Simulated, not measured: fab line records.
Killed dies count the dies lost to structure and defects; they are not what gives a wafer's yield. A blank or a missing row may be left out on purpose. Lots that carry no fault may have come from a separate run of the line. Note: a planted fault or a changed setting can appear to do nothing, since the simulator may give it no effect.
Split-lot trial	flow n5 finfet	7 lots, 39 wafers read, on a route of 1938 steps

## ON THE SPLIT
At N5_FIN_SAQP_ALD_61 (deposits SiO2, target thk 4 nm, pulse time 1 s, purge time 2 s), the setting temp c was moved away from the recipe's 300 C on 12 of the 39 wafers read, by -3.9% to +4.0%. This setting was run at the recipe's value on the other wafers.

The reading is taken at the split's own step.

## THE READING
SiO2_of_FIN_SAQP_ALD_61.thk nm (the simulator's own value, which no gauge read), in nm, at N5_FIN_SAQP_ALD_61 (deposits SiO2, target thk 4 nm, pulse time 1 s, purge time 2 s). The file does not state a usual value for it. The 27 wafers here that ran the recipe average 3.999 nm, standard deviation 0.013 nm.

wafer	tool, chamber at the split	temp c as run, C	against the recipe	SiO2_of_FIN_SAQP_ALD_61.thk nm, nm	against lot-mates on the recipe
L079.1	ald sin-03, 3	300	recipe	3.988	-
L079.2	ald sin-03, 2	288.3	-3.9%	4.159	+0.163
L079.3	ald sin-03, 0	300	recipe	3.979	-
L079.4	ald sin-03, 1	288.3	-3.9%	4.158	+0.162
L079.5	ald sin-03, 1	288.3	-3.9%	4.157	+0.161
L079.6	ald sin-03, 2	300	recipe	4.021	-
L081.1	ald sin-01, 0	300	recipe	3.99	-
L081.2	ald sin-01, 1	300	recipe	4.007	-
L081.3	ald sin-01, 3	300	recipe	3.984	-
L081.4	ald sin-01, 2	300	recipe	3.976	-
L081.5	ald sin-01, 2	300	recipe	3.981	-
L081.6	ald sin-01, 1	300	recipe	4.01	-
L082.1	ald sin-03, 0,2	295.7	-1.4%	4.069	+0.071
L082.2	ald sin-03, 0,2	295.7	-1.4%	4.069	+0.071
L082.3	ald sin-03, 3	300	recipe	3.994	-
L082.4	ald sin-03, 1	295.7	-1.4%	4.051	+0.053
L082.5	ald sin-03, 1	300	recipe	4.005	-
L082.6	ald sin-03, 0	300	recipe	3.996	-
L084.1	ald sin-01, 3	300	recipe	4.005	-
L084.2	ald sin-01, 2	300	recipe	4.007	-
L084.3	ald sin-01, 1	300	recipe	4.011	-
L084.4	ald sin-01, 0	300	recipe	3.997	-
L084.5	ald sin-01, 3	300	recipe	4.019	-
L084.6	ald sin-01, 0	300	recipe	4.006	-
L092.1	ald sin-03, 1	300	recipe	3.971	-
L092.2	ald sin-03, 2	300	recipe	3.994	-
L092.3	ald sin-03, 0	300	recipe	3.988	-
L092.4	ald sin-03, 3	312	+4.0%	3.909	-0.075
L092.5	ald sin-03, 3	312	+4.0%	3.923	-0.061
L092.6	ald sin-03, 2	312	+4.0%	3.929	-0.055
L096.1	ald sin-03, 2	291.9	-2.7%	4.106	+0.101
L096.2	ald sin-03, 3	291.9	-2.7%	4.121	+0.116
L096.3	ald sin-03, 0	300	recipe	4.009	-
L096.4	ald sin-03, 1	300	recipe	4.004	-
L096.5	ald sin-03, 1	291.9	-2.7%	4.109	+0.104
L096.6	ald sin-03, 0	300	recipe	4.002	-
L097.1	ald sin-03, 0	300	recipe	4.004	-
L097.2	ald sin-03, 3	300	recipe	4.01	-
L097.5	ald sin-03, 2	300	recipe	4.006	-
When a row names more than one chamber, that row covers several wafers, and the file does not tell which wafer ran in which chamber.

THE FIT
A straight line over all 39 wafers: SiO2_of_FIN_SAQP_ALD_61.thk nm changes by -0.0319 nm for each +1% of temp c; r = -0.94; the points scatter about the line by 0.02 nm.
The same after taking each lot's own level away (the mean of its wafers on the recipe; 39 wafers): -0.0302 nm for each +1%; r = -0.93; scatter 0.021 nm.
That fit puts the effect of the largest move of temp c on the reading at 0.12 nm.
From 3.9843 to 4.0075 nm: that is the span of the lots' own levels, equal to 1.8 times the standard deviation above.
Consequently the slope shifts little with the lot-to-lot level, the two slopes agreeing.
Check: -0.117 nm against its lot-mates is what the line predicts for one of the wafers moved furthest among these (+4.0%) when that wafer is left out of the fit. It came out at -0.0753 nm against them.

## OTHER SPLITS APPLIED TO THESE WAFERS
These wafers also went through other splits before the reading. Each is held against what the fit with the lots' levels taken away leaves over:
other split on the same wafers	wafers away from the commonest value	r with SiO2_of_FIN_SAQP_ALD_61.thk nm (lot level and that fit taken away)
N5_WELL_APT_EXPOSE_05 dose mj	15	-0.24
N5_WELL_APT_IMPLANT_15 energy kev	9	+0.06

## THE FILE'S OWN FIT
SiO2_of_FIN_SAQP_ALD_61.thk nm changes by -0.0313 nm for each +1% of temp c, r = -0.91.
